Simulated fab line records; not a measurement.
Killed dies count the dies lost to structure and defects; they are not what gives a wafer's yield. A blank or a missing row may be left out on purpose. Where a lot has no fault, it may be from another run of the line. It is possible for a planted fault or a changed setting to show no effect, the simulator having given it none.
Matching of chambers | flow n5 finfet | 4 sister chambers for N5_BEOL_M1_ETCH_77 on rie diel-01
The step etches underlayer in N2/H2, target depth 6.5 nm, time 5.2 s. 4 wafers are shown with their chamber, then 10 later ones without.

== WAFERS WITH THEIR CHAMBER ==
wafer  | chamber | showerhead plenum p Torr (Torr)
L082.4 | 0       | 2.60
L082.5 | 2       | 2.63
L084.1 | 3       | 2.46
L084.5 | 1       | 2.51

== WAFERS WITHOUT THEIR CHAMBER ==
wafer  | showerhead plenum p Torr (Torr)
L084.6 | 2.63
L085.2 | 2.60
L085.4 | 2.62
L085.5 | 2.60
L088.1 | 2.51
L088.4 | 2.62
L088.5 | 2.51
L097.2 | 2.50
L097.4 | 2.61
L097.5 | 2.59

== EACH ONE'S CHAMBER ==
wafer  | from the rows above     | in truth
L084.6 | 2                       | 2
L085.2 | 0                       | 0
L085.4 | can't be placed: 2 or 0 | 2
L085.5 | 0                       | 0
L088.1 | 1                       | 1
L088.4 | can't be placed: 2 or 0 | 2
L088.5 | 1                       | 1
L097.2 | 1                       | 1
L097.4 | can't be placed: 0 or 2 | 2
L097.5 | 0                       | 0
7 of 10 placed correctly. Cannot be placed on the basis of these rows: 3; the candidates contain the true chamber in 3. Wrongly placed: 0.
How it was worked out, from the rows above alone: a wafer's distance from a chamber is the root of the sum, over the readings, of the square of ((its reading less the chamber's mean) divided by the reading's scatter). The wafer belongs to the nearest chamber; if the next one is less than 2 further off, it can't be placed. The mean given for a chamber averages the wafers shown for that chamber. The scatter: root of mean squared gap, hidden wafer to nearest shown wafer, with one shown wafer a chamber.
